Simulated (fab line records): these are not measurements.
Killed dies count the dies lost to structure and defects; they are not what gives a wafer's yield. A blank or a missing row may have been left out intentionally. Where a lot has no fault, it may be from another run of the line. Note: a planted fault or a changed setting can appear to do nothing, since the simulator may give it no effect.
Split-lot experiment    flow n5_finfet    39 wafers read across 7 lots, on a route 1938 steps long

ON THE SPLIT
At N5_DUMMY_GATE_EXPOSE_12 (exposes mask GATE, target cd 25 nm), the setting dose_mj was moved away from the recipe's 34 on 15 of the 39 wafers read, by -7.3% to +7.9%. All remaining wafers had this setting at the recipe value.

FROM THE SPLIT TO THE READING: what the file shows between them, 12 steps
- N5_DUMMY_GATE_PEB_13: peb time 60 s
- N5_DUMMY_GATE_DEVELOP_14: develop time 30 s
- N5_DUMMY_GATE_CD_MEAS_15: target cd 25.8 nm
- N5_DUMMY_GATE_ETCH_37: etches SOC in N2/H2, target depth 60 nm, overetch 30 nm (also split here: source_w)
- N5_DUMMY_GATE_STRIP_38: strips in N2/H2
- N5_DUMMY_GATE_STRIP_39: strips in N2/H2
- N5_DUMMY_GATE_TRIM_49: chemistry O2, time 29 s, target cd 14 nm
- N5_DUMMY_GATE_STRIP_40: strips in CF4
- N5_DUMMY_GATE_CD_MEAS_50: target cd 14 nm
- N5_DUMMY_GATE_ETCH_32: etches SiO2 in CF4, target depth 3.5 nm, time 3.9 s (also split here: time_s)
- N5_DUMMY_GATE_ETCH_23: etches poly-Si in HBr/Cl2/O2, target depth 41 nm, time 22.3 s
- N5_DUMMY_GATE_ETCH_44: etches poly-Si in HBr/O2, stops on SiO2, target depth 127.5 nm

THE READING
At N5_DUMMY_GATE_CD_MEAS_24: cd_nm in nanometres, against a target cd of 15 nm. On this fab line, fault-free wafers typically give 15.2 nm with a standard deviation of 0.33 nm.

wafer   tool, chamber at the split  dose_mj as run  against the recipe  cd_nm, nm  against lot-mates on the recipe
L077.1  euv_scanner-01, 0           32.84           -3.4%               16.0       +0.8
L077.2  euv_scanner-01, 0           34              recipe              15.4       -
L077.3  euv_scanner-01, 0           34              recipe              15.2       -
L077.4  euv_scanner-01, 0           34              recipe              15.0       -
L077.5  euv_scanner-01, 0           32.84           -3.4%               14.9       -0.3
L077.6  euv_scanner-01, 0           32.84           -3.4%               15.5       +0.3
L078.1  euv_scanner-01, 0           32.17           -5.4%               16.2       +1.5
L078.2  euv_scanner-01, 0           32.17           -5.4%               16.0       +1.3
L078.3  euv_scanner-01, 0           34              recipe              14.7       -
L078.4  euv_scanner-01, 0           34              recipe              14.8       -
L078.5  euv_scanner-01, 0           34              recipe              14.6       -
L078.6  euv_scanner-01, 0           32.17           -5.4%               16.0       +1.3
L082.1  euv_scanner-02, 0           34              recipe              14.9       -
L082.2  euv_scanner-02, 0           36.69           +7.9%               13.4       -1.8
L082.3  euv_scanner-02, 0           36.69           +7.9%               13.5       -1.7
L082.4  euv_scanner-02, 0           34              recipe              15.2       -
L082.5  euv_scanner-02, 0           34              recipe              15.4       -
L082.6  euv_scanner-02, 0           36.69           +7.9%               13.6       -1.6
L086.1  euv_scanner-01, 0           34              recipe              15.3       -
L086.2  euv_scanner-01, 0           35.6            +4.7%               14.6       -0.5
L086.3  euv_scanner-01, 0           34              recipe              15.2       -
L086.4  euv_scanner-01, 0           35.6            +4.7%               14.6       -0.5
L086.5  euv_scanner-01, 0           34              recipe              14.8       -
L086.6  euv_scanner-01, 0           35.6            +4.7%               14.2       -0.9
L088.1  euv_scanner-01, 0           34              recipe              15.6       -
L088.2  euv_scanner-01, 0           34              recipe              15.5       -
L088.3  euv_scanner-01, 0           31.52           -7.3%               17.2       +1.6
L088.4  euv_scanner-01, 0           31.52           -7.3%               16.7       +1.1
L088.5  euv_scanner-01, 0           34              recipe              15.8       -
L088.6  euv_scanner-01, 0           31.52           -7.3%               17.4       +1.8
L090.1  euv_scanner-01, 0           34              recipe              15.2       -
L090.2  euv_scanner-01, 0           34              recipe              14.8       -
L090.3  euv_scanner-01, 0           34              recipe              14.7       -
L090.4  euv_scanner-01, 0           34              recipe              15.5       -
L090.5  euv_scanner-01, 0           34              recipe              15.1       -
L090.6  euv_scanner-01, 0           34              recipe              15.5       -
L093.1  euv_scanner-01, 0           34              recipe              14.7       -
L093.4  euv_scanner-01, 0           34              recipe              14.9       -
L093.6  euv_scanner-01, 0           34              recipe              14.8       -

THE FIT
A straight line over all 39 wafers: cd_nm changes by -0.205 nm for each +1% of dose_mj; r = -0.90; the points scatter about the line by 0.37 nm.
The same after taking each lot's own level away (the mean of its wafers on the recipe; 39 wafers): -0.197 nm for each +1%; r = -0.93; scatter 0.29 nm.
The reading moves by 1.6 nm for the largest change in dose_mj, on that fit.
Measured against the standard deviation above, the lots' own levels, which go from 14.70 to 15.63 nm, span 2.8 times it.
The two slopes agree, so the slope changes little with the lot-to-lot level.
Check: -1.51 nm against its lot-mates is what the line predicts for one of the wafers moved furthest among these (+7.9%) when that wafer is left out of the fit. It came out at -1.77 nm against them.

ADDITIONAL SPLITS CARRIED BY THESE WAFERS
Note: prior to the reading, these wafers also went through further splits. Each is held against what the fit with the lots' levels taken away leaves over:
other split on the same wafers  wafers away from the commonest value  r with cd_nm (lot level and that fit taken away)
N5_DUMMY_GATE_ETCH_37 source_w  6                                     +0.06
N5_DUMMY_GATE_ETCH_32 time_s    15                                    +0.06

THE WHOLE CHAIN: every reading that the file lists as answering this split, in the file's order
step                      what it does                              reading                                                            change (the file's fit)                r (the file's)
N5_DUMMY_GATE_CD_MEAS_15  target cd 25.8 nm                         cd_nm                                                              -0.181 nm for each +1% of the setting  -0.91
N5_DUMMY_GATE_TRIM_49     chemistry O2, time 29 s, target cd 14 nm  DUMMY_GATE.cd_nm (the simulator's own value, which no gauge read)  -0.199 nm for each +1% of the setting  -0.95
N5_DUMMY_GATE_CD_MEAS_50  target cd 14 nm                           cd_nm                                                              -0.203 nm for each +1% of the setting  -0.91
N5_DUMMY_GATE_CD_MEAS_24  target cd 15 nm                           cd_nm                                                              -0.198 nm for each +1% of the setting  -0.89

THE FILE'S OWN FIT
cd_nm changes by -0.198 nm for each +1% of dose_mj, r = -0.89.
